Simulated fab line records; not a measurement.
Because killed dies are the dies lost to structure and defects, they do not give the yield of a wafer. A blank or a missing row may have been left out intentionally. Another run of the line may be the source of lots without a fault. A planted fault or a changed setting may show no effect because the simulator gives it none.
Chamber matching	flow n5-finfet	N5_BEOL_M13_VIA_ETCH_16 on rie-diel-03: 4 sister chambers
The step etches SiOC in C4F8/O2/Ar, target depth 921.7 nm. 16 wafers are shown with their chamber, then 8 later ones without.

== WAFERS PAIRED WITH THEIR CHAMBERS ==
wafer	chamber	showerhead-plenum-p-Torr (Torr)	drypump-motor-current-A (A)	throttle-valve-pct (%)
L074.1	3	3.64	6.6	24.22
L074.4	2	3.44	5.8	24.11
L074.6	3	3.64	6.5	24.22
L078.2	1	3.36	6.6	24.08
L078.3	2	3.44	5.8	24.13
L078.5	2	3.44	5.8	24.13
L077.2	1	3.36	6.6	24.11
L077.4	2	3.44	5.8	24.13
L077.6	0	3.41	6.0	24.17
L083.1	1	3.36	6.6	24.09
L083.5	0	3.41	6.0	24.18
L083.6	1	3.35	6.6	24.09
L087.2	3	3.63	6.5	24.25
L087.5	1	3.35	6.6	24.10
L087.6	0	3.41	6.0	24.18
L093.3	0	3.40	6.0	24.18

SIGNATURES (means of the wafers above)
reading	chamber 0	chamber 1	chamber 2	chamber 3	scatter within a chamber
showerhead-plenum-p-Torr	3.4075	3.3560	3.4400	3.6367	0.00467
drypump-motor-current-A	6.000	6.600	5.800	6.533	0.0236
throttle-valve-pct	24.1775	24.0940	24.1250	24.2300	0.0112
Rule: distance of a wafer from a chamber = root of the sum over the readings of ((wafer's reading minus chamber's mean) / reading's scatter) squared. If the next closest chamber is less than 2 further off than the closest, the wafer can't be placed; otherwise it belongs to the closest. The scatter: the root of (the sum of the squares of (reading less its chamber's mean) over the shown wafers, divided by (wafers less chambers)).

== WAFERS WHOSE CHAMBER IS MISSING ==
wafer	showerhead-plenum-p-Torr (Torr)	drypump-motor-current-A (A)	throttle-valve-pct (%)
L093.5	3.43	5.8	24.16
L093.6	3.35	6.6	24.10
L095.2	3.42	5.8	24.19
L095.5	3.61	6.6	24.29
L095.6	3.34	6.6	24.14
L096.4	3.42	5.8	24.20
L096.5	3.61	6.5	24.28
L096.6	3.40	6.0	24.21

== WHICH CHAMBER EACH ONE RAN IN ==
wafer	from the rows above	in truth
L093.5	2	2
L093.6	1	1
L095.2	can't be placed: 2 or 0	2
L095.5	3	3
L095.6	1	1
L096.4	can't be placed: 2 or 0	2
L096.5	3	3
L096.6	0	0
Correct placement for 6 of the 8. These rows do not allow placing 2 (true chamber among the candidates in 2). Number placed wrongly: 0.
